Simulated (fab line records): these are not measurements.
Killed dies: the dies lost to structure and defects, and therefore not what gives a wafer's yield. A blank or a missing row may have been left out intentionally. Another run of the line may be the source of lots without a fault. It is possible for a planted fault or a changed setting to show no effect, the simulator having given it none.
Chamber matching | flow n5_finfet | 4 sister chambers for N5_HKMG_FIN_DESCUM_17 on rie_diel-02
The step chemistry O2, time 7.9 s. 8 wafers are shown with their chamber, then 11 later ones without.

## WAFERS WITH THEIR CHAMBER
wafer  | chamber | drypump_motor_current_A (A) | showerhead_plenum_p_Torr (Torr)
L078.2 | 0       | 5.3                         | 2.23
L080.1 | 3       | 5.9                         | 2.17
L088.1 | 2       | 6.4                         | 2.06
L088.5 | 1       | 5.4                         | 2.20
L089.1 | 3       | 5.9                         | 2.17
L089.2 | 1       | 5.5                         | 2.20
L089.3 | 2       | 6.4                         | 2.05
L089.4 | 0       | 5.3                         | 2.22

## WAFERS WITHOUT THEIR CHAMBER
wafer  | drypump_motor_current_A (A) | showerhead_plenum_p_Torr (Torr)
L089.5 | 5.5                         | 2.20
L089.6 | 5.3                         | 2.22
L090.1 | 5.5                         | 2.20
L090.4 | 5.9                         | 2.17
L090.5 | 5.3                         | 2.22
L091.1 | 5.5                         | 2.20
L091.2 | 6.4                         | 2.05
L091.3 | 5.9                         | 2.17
L091.4 | 5.3                         | 2.22
L091.5 | 6.4                         | 2.05
L091.6 | 5.9                         | 2.17

## CHAMBER TAKEN BY EACH
wafer  | from the rows above | in truth
L089.5 | 1                   | 1
L089.6 | 0                   | 0
L090.1 | 1                   | 1
L090.4 | 3                   | 3
L090.5 | 0                   | 0
L091.1 | 1                   | 1
L091.2 | 2                   | 2
L091.3 | 3                   | 3
L091.4 | 0                   | 0
L091.5 | 2                   | 2
L091.6 | 3                   | 3
Correct placement for 11 of the 11. Left unplaced by these rows: 0. 0 placed wrongly.
How it was worked out, from the rows above alone: a wafer's distance from a chamber is the root of the sum, over the readings, of the square of ((its reading less the chamber's mean) divided by the reading's scatter). If the next closest chamber is less than 2 further off than the closest, the wafer can't be placed; otherwise it belongs to the closest. Each chamber's mean is taken over the wafers shown for it. The scatter is the square root of a quotient: the sum, over the shown wafers, of each reading's squared deviation from its chamber's mean, divided by wafers minus chambers.
